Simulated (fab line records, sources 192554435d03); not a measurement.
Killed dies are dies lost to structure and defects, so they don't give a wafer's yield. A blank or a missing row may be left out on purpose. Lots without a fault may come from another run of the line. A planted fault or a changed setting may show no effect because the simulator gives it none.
fab line records | flow n5_finfet
record lots=14 wafers=42 last_day=18
route steps=1938 shown ZERO_LAYER@14 WELL_APT@41 PMOS_HMC_CHANNEL_EPI@87
lots that met no fault: from a run of the same line without faults
start_h: hours from the record's first day to the start of the lot's first wafer shown | wait_h: hours since the lot's step before | " the same as in the row above | L1.1+2: a row that stands for several wafers | - no value, or no start given | * or withheld: withheld | < > ~ a bound
route shown NAME@n: a module of which the file shows steps, and the number in the route of the first | usual: mean/standard deviation of fault-free wafers | same: alike in all rows | chamber/n: place in a boat | sites: the reading at each site | _std_site: their standard deviation | _edge_site: outer sites' mean less inner sites' | radius_mm: how far each site lies from the wafer's centre | mask NAME#n: copy n | behind: the tool/chamber that last shaped the wafer | hold: why the lot was held/for how many hours/how that ended | device: the transistor (n, p or np) that didn't switch | end of line: the same wafers' tests at the end of the route | a step without rows: its recipe alone | killed: dies lost to structure and defects at the first sort, not the wafer's yield | map: a wafer's dies, x killed, . not, _ none there
set.NAME: the setting as run; set.NAME@STEP: as run at that earlier step | model.NAME: the simulator's own value behind a step, which no gauge read
steps of the route over a sample of lots; a table a step, a row a wafer
services: from which hour (start_h, from the record's first day; less than 0 if before it) a tool's chamber was out of use, for how many hours, and why
## steps
# step N5_ZERO_LAYER_DESCUM_16
# recipe chemistry=O2 time_s=7.9 source_power_w=50 bias_power_w=20 pressure_mtorr=20 rf_frequency_hz=2.712e+07 temp_c=40 o2_flow_sccm=225
# usual chamber_pressure_mTorr=20.00/0.032 drypump_motor_current_A=5.7/0.45 oes_product_au=0.80/0.1 rf_vpp_V=243.1/1.2 showerhead_plenum_p_Torr=2.10/0.058 throttle_valve_pct=20.35/0.21
# columns lot.wafer tool chamber start_h wait_h chamber_pressure_mTorr drypump_motor_current_A oes_product_au rf_hours_counter_h rf_vpp_V showerhead_plenum_p_Torr throttle_valve_pct
L788.2 rie_diel-05 3 18.69 0.0 19.96 5.8 0.75 161 245.7 2.20 20.78
L788.3 " 2 " " 20.01 5.0 0.93 23 239.7 2.04 20.32
L788.6 " 0 " " 20.00 5.1 0.74 - 242.4 2.03 20.38
L793.1 rie_diel-05 0 49.26 0.6 20.00 5.1 0.74 151 241.8 2.03 20.39
L793.3 " 2 " " 19.99 5.0 0.91 32 241.8 2.04 20.32
L793.5 " 1 " " 20.00 5.9 0.68 - 244.0 2.16 20.25
L794.1 rie_diel-05 1 55.13 0.5 20.04 6.0 0.68 211 244.7 2.16 20.28
L794.2 " 3 " " 19.98 5.8 0.75 171 243.8 2.19 20.81
L794.4 " 1 " " 19.99 5.9 0.69 - 243.8 2.16 20.27
L795.2 rie_diel-05 1 60.68 0.0 20.01 6.0 0.68 213 244.0 2.16 20.28
L795.3 " 0 " " 19.97 5.1 0.73 154 242.0 2.02 20.40
L795.4 " 2 " " 20.00 5.0 0.91 34 241.4 2.04 20.30
L800.2 rie_diel-01 1 90.68 0.0 20.01 5.4 0.97 1 242.4 2.07 19.99
L800.5 " 1 " " 19.99 5.4 0.96 - 243.2 2.07 19.98
L800.6 " 0 " " 20.02 5.5 0.68 - 241.4 2.05 20.55
L801.1 rie_diel-05 3 96.83 0.0 19.95 5.8 0.74 179 244.9 2.19 20.80
L801.4 " 2 " " 20.04 5.0 0.89 45 241.8 2.03 20.35
L801.5 " 3 " " 19.99 5.8 0.74 - 243.3 2.19 20.80
L802.1 rie_diel-05 2 102.71 0.0 19.98 5.0 0.87 46 242.6 2.03 20.35
L802.4 " 0 " " 20.01 5.1 0.73 166 243.2 2.02 20.41
L802.6 " 0 " " 20.01 5.1 0.73 - 241.0 2.02 20.42
L803.3 rie_diel-01 3 108.68 0.0 19.98 6.0 0.90 24 242.4 2.13 20.28
L803.4 " 1 " " 19.98 5.4 0.94 - 244.2 2.07 19.98
L803.6 " 3 " " 20.01 6.0 0.90 - 244.1 2.13 20.25
L804.2 rie_diel-01 0 114.68 0.0 20.01 5.5 0.98 1 242.3 2.05 20.06
L804.3 " 1 " " 19.99 5.4 0.95 9 241.4 2.07 19.99
L804.5 " 3 " " 20.01 6.0 0.89 - 245.3 2.13 20.28
L806.3 rie_diel-01 3 126.81 0.0 20.00 6.0 0.89 29 243.7 2.13 20.28
L806.5 " 3 " " 20.01 6.0 0.88 - 243.6 2.13 20.28
L806.6 " 0 " " 20.04 5.5 0.97 - 242.0 2.04 20.07
L807.2 rie_diel-05 2 132.81 0.0 19.67 5.0 0.86 55 241.7 2.03 20.36
L807.3 " 0 " " 20.00 5.1 0.71 173 240.8 2.02 20.41
L807.6 " 3 " " 20.01 5.8 0.72 - 244.9 2.19 20.82
L808.2 rie_diel-01 1 138.68 0.0 20.01 5.4 0.92 17 242.7 2.06 20.01
L808.5 " 1 " " 19.98 5.4 0.91 - 242.0 2.06 20.00
L808.6 " 2 " " 20.02 5.3 0.97 - 241.1 2.07 20.24
L809.4 rie_diel-03 3 144.68 0.0 19.99 6.5 0.92 19 244.1 2.23 20.27
L809.5 " 1 " " 20.01 6.6 0.77 - 244.4 2.07 20.29
L809.6 " 0 " " 20.00 6.0 0.85 - 244.5 2.11 20.36
L810.2 rie_diel-01 1 150.88 0.2 20.02 5.4 0.89 22 242.1 2.06 20.00
L810.3 " 0 " " 19.99 5.5 0.93 14 242.1 2.04 20.07
L810.6 " 2 " " 20.02 5.3 0.95 - 242.6 2.07 20.25
# step N5_WELL_APT_DEVELOP_24
# recipe develop_time_s=45 rinse_liquid=surfactant_rinse dry=air_spin dev_temp_c=21
# usual chill_plate_temp_C=23.01/0.1 develop_time_s=45/0 resist_line_temp_C=23.04/0.1
# columns lot.wafer tool chamber start_h wait_h chill_plate_temp_C develop_time_s resist_line_temp_C
L788.2 litho_track-05 0 20.58 - 22.98 45 23.15
L788.3 " 0 " " 22.89 45 23.05
L788.6 " 0 " " 22.94 45 23.11
L793.1 litho_track-05 0 51.39 - 22.92 45 23.34
L793.3 " 0 " " 22.85 45 23.27
L793.5 " 0 " " 23.00 45 23.24
L794.1 litho_track-03 - 57.17 - - - -
L794.2 " - " " - - -
L794.4 " - " " - - -
L795.2 litho_track-03 - 62.58 - - - -
L795.3 " - " " - - -
L795.4 " - " " - - -
L800.2 litho_track-05 0 92.61 - 22.81 45 23.04
L800.5 " 0 " " 22.97 45 22.93
L800.6 " 0 " " 23.22 45 23.12
L801.1 litho_track-04 0 99.15 - 23.21 45 23.03
L801.4 " 0 " " 23.20 45 23.01
L801.5 " 0 " " 23.13 45 22.80
L802.1 litho_track-05 0 104.87 - 23.01 45 23.25
L802.4 " 0 " " 23.03 45 23.13
L802.6 " 0 " " 23.04 45 23.03
L803.3 litho_track-04 0 110.57 - 23.06 45 23.12
L803.4 " 0 " " 22.98 45 23.11
L803.6 " 0 " " 22.89 45 23.08
L804.2 litho_track-04 0 116.97 - 22.91 45 22.93
L804.3 " 0 " " 22.81 45 23.04
L804.5 " 0 " " 22.84 45 23.10
L806.3 litho_track-04 0 129.12 - 22.91 45 23.01
L806.5 " 0 " " 22.94 45 22.98
L806.6 " 0 " " 22.96 45 23.12
L807.2 litho_track-03 0 135.11 - 22.90 45 23.05
L807.3 " 0 " " 23.10 45 23.08
L807.6 " 0 " " 22.90 45 22.95
L808.2 litho_track-03 0 141.13 - 23.04 45 22.99
L808.5 " 0 " " 23.06 45 22.91
L808.6 " 0 " " 23.02 45 23.05
L809.4 litho_track-05 0 146.61 - 22.85 45 23.15
L809.5 " 0 " " 22.99 45 23.08
L809.6 " 0 " " 23.06 45 22.86
L810.2 litho_track-05 0 153.06 - 23.07 45 22.97
L810.3 " 0 " " 23.01 45 23.00
L810.6 " 0 " " 23.10 45 22.99
# step N5_WELL_APT_EPI_41
# recipe material=Si target_thk_a=500 temp_c=650 precursor=SiH4/H2 pressure_torr=20 time_s=297.7
# usual throttle_valve_pct=11.9/0.42
# columns lot.wafer tool chamber start_h wait_h throttle_valve_pct
L788.2 epi_rpcvd-04 0 21.91 0.1 11.8
L788.3 " 0 " " 11.4
L788.6 " 0 " " 11.4
L793.1 epi_rpcvd-02 0 52.59 0.0 12.3
L793.3 " 0 " " 12.4
L793.5 " 0 " " 11.9
L794.1 epi_rpcvd-04 0 58.44 0.0 11.5
L794.2 " 0 " " 11.6
L794.4 " 0 " " 11.4
L795.2 epi_rpcvd-02 0 64.12 0.2 12.3
L795.3 " 0 " " 12.2
L795.4 " 0 " " 12.0
L800.2 epi_rpcvd-04 0 93.93 0.1 11.8
L800.5 " 0 " " 11.3
L800.6 " 0 " " 11.5
L801.1 epi_rpcvd-02 0 100.37 0.0 12.1
L801.4 " 0 " " 12.7
L801.5 " 0 " " 12.1
L802.1 epi_rpcvd-01 0 106.27 0.0 11.6
L802.4 " 0 " " 11.5
L802.6 " 0 " " 11.5
L803.3 epi_rpcvd-04 0 112.33 0.2 11.3
L803.4 " 0 " " 11.4
L803.6 " 0 " " 11.4
L804.2 epi_rpcvd-02 0 118.27 0.1 12.3
L804.3 " 0 " " 12.2
L804.5 " 0 " " 12.2
L806.3 epi_rpcvd-04 0 130.65 0.2 11.6
L806.5 " 0 " " 11.2
L806.6 " 0 " " 11.6
L807.2 epi_rpcvd-02 0 136.75 0.1 12.3
L807.3 " 0 " " 12.1
L807.6 " 0 " " 12.1
L808.2 epi_rpcvd-02 0 142.47 0.1 12.0
L808.5 " 0 " " 11.9
L808.6 " 0 " " 12.4
L809.4 epi_rpcvd-04 0 148.17 0.3 11.5
L809.5 " 0 " " 11.3
L809.6 " 0 " " 11.5
L810.2 epi_rpcvd-02 0 154.51 0.1 12.6
L810.3 " 0 " " 12.4
L810.6 " 0 " " 12.0
# step N5_PMOS_HMC_CHANNEL_EPI_EPI_26
# recipe material=Si target_thk_a=38 temp_c=650 precursor=SiH4/H2 pressure_torr=20 time_s=22.7
# usual throttle_valve_pct=11.8/0.38
# columns lot.wafer tool chamber start_h wait_h throttle_valve_pct
L788.2 epi_rpcvd-02 0 25.80 0.1 12.3
L788.3 " 0 " " 12.2
L788.6 " 0 " " 12.4
L793.1 epi_rpcvd-02 0 56.33 0.0 12.4
L793.3 " 0 " " 12.4
L793.5 " 0 " " 12.2
L800.2 epi_rpcvd-03 0 97.85 0.1 11.6
L800.5 " 0 " " 11.9
L800.6 " 0 " " 11.8
L801.1 epi_rpcvd-02 0 104.07 0.0 12.2
L801.4 " 0 " " 12.1
L801.5 " 0 " " 12.2
L802.1 epi_rpcvd-03 0 110.20 0.0 11.4
L802.4 " 0 " " 11.7
L802.6 " 0 " " 11.7
L803.3 epi_rpcvd-04 0 115.76 0.1 11.4
L803.4 " 0 " " 11.4
L803.6 " 0 " " 11.6
L804.2 epi_rpcvd-02 0 121.63 0.1 12.2
L804.3 " 0 " " 12.3
L804.5 " 0 " " 12.3
L806.3 epi_rpcvd-04 0 134.09 0.1 11.8
L806.5 " 0 " " 11.6
L806.6 " 0 " " 11.3
L807.2 epi_rpcvd-03 0 140.67 0.1 11.8
L807.3 " 0 " " 11.5
L807.6 " 0 " " 11.6
L808.2 epi_rpcvd-04 0 146.37 0.1 11.5
L808.5 " 0 " " 11.3
L808.6 " 0 " " 11.7
L809.4 epi_rpcvd-04 0 151.60 0.2 11.2
L809.5 " 0 " " 11.6
L809.6 " 0 " " 11.4
L810.2 epi_rpcvd-02 0 158.11 0.1 12.2
L810.3 " 0 " " 12.3
L810.6 " 0 " " 12.4
## services
# columns tool chamber start_h hours kind
epi_rpcvd-01 - 13.44 0.6 repair
rie_diel-01 1 20.02 4.9 repair
rie_diel-01 3 25.07 - clean
rie_diel-01 3 25.07 - consumable_replace:focus_ring
rie_diel-01 3 25.07 14.9 scheduled_down
rie_diel-01 3 25.07 14.9 vent_cycle
epi_rpcvd-01 - 34.60 2.8 pm
rie_diel-01 1 50.43 1.8 repair
rie_diel-01 0 50.97 8.6 repair
rie_diel-05 2 52.48 3.9 repair
rie_diel-01 1 59.75 - clean
rie_diel-01 1 59.75 - consumable_replace:focus_ring
rie_diel-01 1 59.75 28.1 scheduled_down
rie_diel-01 1 59.75 28.1 vent_cycle
rie_diel-01 2 76.26 18.7 repair
rie_diel-05 3 77.89 10.9 repair
rie_diel-03 0 77.97 4.1 repair
rie_diel-01 3 87.47 5.0 repair
rie_diel-01 - 116.47 2.8 pm
rie_diel-05 0 118.41 3.1 repair
epi_rpcvd-03 - 121.96 14.6 pm
epi_rpcvd-01 - 122.86 28.1 pm
rie_diel-03 - 134.45 2.8 pm
rie_diel-05 - 139.00 2.8 pm
## key
first_sign step=N5_WELL_APT_DEVELOP_24 reading=tool_record direction=missing
effect none on later readings
met_at N5_WELL_APT_DEVELOP_24
struck_lots L794,L795
later_rows_left_out L794.1,L794.2,L794.4,L795.2,L795.3,L795.4
sort_left_out L794.1,L794.2,L794.4,L795.2,L795.3,L795.4
tester_left_out L794,L795
not_acting_at N5_ZERO_LAYER_DESCUM_16,N5_WELL_APT_EPI_41,N5_PMOS_HMC_CHANNEL_EPI_EPI_26
fault kind=skipped_step_whole tool=litho_track-03 chamber=- onset_h=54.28 steps=N5_WELL_APT_DEVELOP_24 scope=struck_lots_only
# tester_left_out: of these lots the tester's yield and bins aren't shown, on N5 and GAA mostly nor the transistor test; their killed dies are dies lost to structure and defects alone, not to doping, threshold or leakage, so they don't give the yield
# sort_left_out: the simulated sort isn't trusted on such a fault, so these wafers' sort isn't shown, and their yield isn't known
# later_rows_left_out: the simulator's readings of these wafers behind a module that went badly wrong aren't trusted and aren't shown, but for the sort
